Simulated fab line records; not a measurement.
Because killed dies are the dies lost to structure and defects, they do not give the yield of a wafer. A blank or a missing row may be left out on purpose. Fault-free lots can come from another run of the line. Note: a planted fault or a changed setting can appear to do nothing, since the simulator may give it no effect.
fab line records | flow nandHarc
[record] lots = 6 | wafers = 15 | lastDay = 32
route steps=1302 shown P_BONDPAD@385 A_START@389 A_ZERO_WELL@390
lots that met no fault: from a run of the same line without faults
startH: start of the lot's first displayed wafer, in hours after the record's first day | waitH: hours elapsed since this lot's preceding step | " unchanged from the row above | L1.1+2: a single row standing in for several wafers | - no value present, or no start provided | * or withheld: withheld | < > ~ a bound
route shown NAME@n: names a module that has steps shown in the file, with the first one's number in the route | usual: the fault-free wafers' mean and standard deviation | same: alike in all rows | chamber/n: place in a boat | sites: each site's reading | _std_site: the values' standard deviation | _edge_site: the outer-site mean with the inner-site mean subtracted | radiusMm: how far each site lies from the wafer's centre | mask NAME#n: copy n | behind: the tool/chamber that last shaped the wafer | hold: what put the lot on hold/how long, in hours/how the hold closed | device: whichever transistor did not switch (one of n, p or np) | end of line: tests run on the same wafers once the route is complete | a step with no rows: only its recipe | killed: not the wafer's yield, but the dies lost to structure and defects at the first sort | map: a wafer's dies, marking killed ones x, the rest . and places with no die _
set.NAME: the setting as run; set.NAME@STEP: as run at that earlier step | model.NAME: the simulator's own value behind a step, which no gauge read
lots seen at some steps along the route; tables by step, rows by wafer
services: the hour from which a tool's chamber was out of use, counted from the record's first day as startH (under 0 if before that day), plus the number of hours and why
[[steps]]
[step NHARC_P_BONDPAD_INSPECT_23]
[usual] rawDefectCount = 323/120
lot.wafer | tool             | chamber | startH | waitH | rawDefectCount
L379.1    | defectInspect-01 | -       | 208.31 | 0.0   | 414
L379.2    | "                | -       | "      | "     | 301
L379.6    | "                | -       | "      | "     | 502
L380.2    | defectInspect-02 | -       | 220.96 | 0.0   | 394
L381.4    | defectInspect-01 | -       | 226.38 | 0.0   | 306
L381.6    | "                | -       | "      | "     | 348
L391.1    | defectInspect-02 | -       | 328.38 | 0.0   | 222
L391.5    | "                | -       | "      | "     | 431
L391.6    | "                | -       | "      | "     | 391
L392.1    | defectInspect-01 | -       | 345.76 | 0.0   | 408
L392.2    | "                | -       | "      | "     | 350
L392.3    | "                | -       | "      | "     | 425
L393.1    | defectInspect-01 | -       | 357.94 | 0.0   | 250
L393.3    | "                | -       | "      | "     | 334
L393.6    | "                | -       | "      | "     | 570
[step NHARC_P_BONDPAD_ACTIVATE_29]
[recipe] timeS = 60 | n2FlowSccm = 200 | arFlowSccm = 0 | biasPowerW = 0 | chemistry = N2
[usual] drypumpMotorCurrentA = 5.6/0.44 | oesProductAu = 1.003/0.0089 | rfVppV = 63.9/0.92 | showerheadPlenumPTorr = 1.73/0.077
[same] timeS = 60
lot.wafer | tool       | chamber | startH | waitH | drypumpMotorCurrentA | oesProductAu | rfHoursCounterH | rfVppV | showerheadPlenumPTorr
L379.2    | rieDiel-07 | 0       | 208.39 | 0.1   | 5.8                  | 0.992        | 5.8             | 63.5   | 1.72
L379.1    | "          | 2       | "      | "     | 6.4                  | 1.003        | 4.7             | 62.8   | 1.83
L379.6    | "          | 0       | "      | "     | 5.8                  | 0.991        | -               | 64.0   | 1.72
L380.2    | rieDiel-05 | 0       | 221.02 | 0.1   | 5.0                  | 1.006        | 8.5             | 65.0   | 1.69
L381.4    | rieDiel-01 | 0       | 226.47 | 0.1   | 5.2                  | 1.019        | 0.2             | 63.7   | 1.71
L381.6    | "          | 2       | "      | "     | 5.8                  | 1.005        | -               | 63.8   | 1.88
L391.1    | rieDiel-05 | 2       | 328.46 | 0.1   | 5.8                  | 1.012        | 4.3             | 64.4   | 1.69
L391.5    | "          | 0       | "      | "     | 5.0                  | 1.009        | -               | 62.7   | 1.68
L391.6    | "          | 1       | "      | "     | 6.0                  | 1.003        | -               | 63.2   | 1.71
L392.1    | rieDiel-01 | 1       | 345.82 | 0.1   | 5.1                  | 0.995        | 4.3             | 63.0   | 1.65
L392.2    | "          | 2       | "      | "     | 5.8                  | 1.010        | 4.9             | 65.3   | 1.88
L392.3    | "          | 3       | "      | "     | 6.1                  | 1.007        | 4.2             | 62.6   | 1.66
L393.3    | rieDiel-01 | 3       | 358.01 | 0.1   | 6.1                  | 1.022        | 4.4             | 63.5   | 1.66
L393.1    | "          | 1       | "      | "     | 5.1                  | 0.986        | 4.5             | 63.2   | 1.65
L393.6    | "          | 3       | "      | "     | 6.1                  | 1.007        | -               | 62.8   | 1.66
[step NHARC_P_BONDPAD_PRECLEAN_30]
[recipe] timeS = 300 | tempC = 23 | chemistry = DIW
[step NHARC_P_BONDPAD_SRD_31]
[recipe] timeS = 30 | tempC = 23 | dryTimeS = 20 | spinRpm = 1500
[step NHARC_A_START_INSPECT_01]
[usual] rawDefectCount = 3.2/1.9
lot.wafer | tool             | chamber | startH | waitH | rawDefectCount
L379.1    | defectInspect-02 | -       | 208.78 | -     | 1
L379.2    | "                | -       | "      | "     | 2
L379.6    | "                | -       | "      | "     | 1
L380.2    | defectInspect-02 | -       | 221.43 | -     | 5
L381.4    | defectInspect-02 | -       | 226.85 | -     | 5
L381.6    | "                | -       | "      | "     | 8
L391.1    | defectInspect-01 | -       | 328.84 | -     | 1
L391.5    | "                | -       | "      | "     | 1
L391.6    | "                | -       | "      | "     | 3
L392.1    | defectInspect-02 | -       | 346.23 | -     | 3
L392.2    | "                | -       | "      | "     | 6
L392.3    | "                | -       | "      | "     | 7
L393.1    | defectInspect-02 | -       | 358.49 | -     | 5
L393.3    | "                | -       | "      | "     | 6
L393.6    | "                | -       | "      | "     | 2
[step NHARC_A_ZERO_WELL_PRECLEAN_00]
[recipe] timeS = 600 | tempC = 120 | chemistry = SPM
[step NHARC_A_ZERO_WELL_SRD_01]
[step NHARC_A_ZERO_WELL_DEHYDRATE_02]
[recipe] tempC = 150 | timeS = 120
[step NHARC_A_ZERO_WELL_HMDS_03]
[recipe] timeS = 30
[step NHARC_A_ZERO_WELL_COAT_18]
[recipe] tempC = 200 | timeS = 65
[step NHARC_A_ZERO_WELL_COAT_04]
[recipe] spinRpm = 2000 | resistThkNm = 600
[step NHARC_A_ZERO_WELL_SOFTBAKE_05]
[recipe] tempC = 125 | timeS = 70
[usual] heaterPowerTotalW = 200.8/1.3
lot.wafer | tool          | chamber | startH | waitH | heaterPowerTotalW
L379.1    | lithoTrack-05 | 0       | 209    | -     | 199.7
L379.2    | "             | 0       | "      | "     | 202.6
L379.6    | "             | 0       | "      | "     | 199.2
L380.2    | lithoTrack-07 | 0       | 221    | -     | 207.3
L381.4    | lithoTrack-07 | 0       | 227    | -     | 207.1
L381.6    | "             | 0       | "      | "     | 207.3
L391.1    | lithoTrack-02 | 0       | 329    | -     | 199.0
L391.5    | "             | 0       | "      | "     | 200.8
L391.6    | "             | 0       | "      | "     | 201.3
L392.1    | lithoTrack-02 | 0       | 346    | -     | 202.6
L392.2    | "             | 0       | "      | "     | 202.5
L392.3    | "             | 0       | "      | "     | 198.9
L393.1    | lithoTrack-07 | 0       | 358    | -     | 202.2
L393.3    | "             | 0       | "      | "     | 199.5
L393.6    | "             | 0       | "      | "     | 199.7
[step NHARC_A_ZERO_WELL_EBR_06]
[[services]]
tool          | chamber | startH | hours | kind
rieDiel-07    | 0       | 188.12 | 5.2   | repair
rieDiel-07    | 1       | 191.78 | 7.4   | repair
rieDiel-07    | 3       | 193.63 | 8.2   | repair
rieDiel-01    | -       | 203.80 | 9.0   | pm
rieDiel-01    | 0       | 203.80 | 9.0   | ventCycle
rieDiel-01    | 1       | 203.80 | 9.0   | ventCycle
rieDiel-01    | 2       | 203.80 | 9.0   | ventCycle
rieDiel-01    | 3       | 203.80 | 9.0   | ventCycle
rieDiel-01    | -       | 222.93 | 0.5   | repair
lithoTrack-02 | -       | 227.00 | 7.0   | pm
rieDiel-05    | -       | 229.61 | 9.0   | pm
rieDiel-07    | 1       | 242.24 | 8.3   | repair
lithoTrack-07 | -       | 251.02 | 7.0   | pm
rieDiel-07    | 0       | 277.34 | 3.5   | repair
rieDiel-05    | 0       | 290.26 | 2.7   | repair
rieDiel-07    | -       | 294.63 | 9.0   | pm
lithoTrack-05 | -       | 299.00 | 7.0   | pm
rieDiel-01    | 2       | 300.56 | 9.2   | repair
rieDiel-01    | 3       | 302.29 | 13.9  | repair
rieDiel-01    | 1       | 319.99 | 20.5  | repair
rieDiel-07    | 1       | 333.38 | 8.6   | repair
rieDiel-07    | 3       | 334.75 | 15.5  | repair
rieDiel-05    | -       | 344.83 | 0.1   | repair
rieDiel-05    | 3       | 355.84 | 5.8   | repair
[[key]]
[firstSign] step = NHARC_A_ZERO_WELL_SOFTBAKE_05 | reading = heaterPowerTotalW | direction = up | sigmas = 5 | usual = * | struck = *
effect none on later readings
metAt NHARC_A_ZERO_WELL_SOFTBAKE_05
struckWafers L380.2,L381.4,L381.6
testerLeftOut L380,L381
[fault] kind = processParameterDrift | tool = lithoTrack-07 | chamber = - | onsetH = 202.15 | steps = NHARC_A_ZERO_WELL_SOFTBAKE_05 | channel = timeS | offset = * | shape = step | endH = 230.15 | actsIn = * | stated = *
// testerLeftOut: of these lots the tester's yield and bins aren't shown, on N5 and GAA mostly nor the transistor test; their killed dies are dies lost to structure and defects alone, not to doping, threshold or leakage, so they don't give the yield
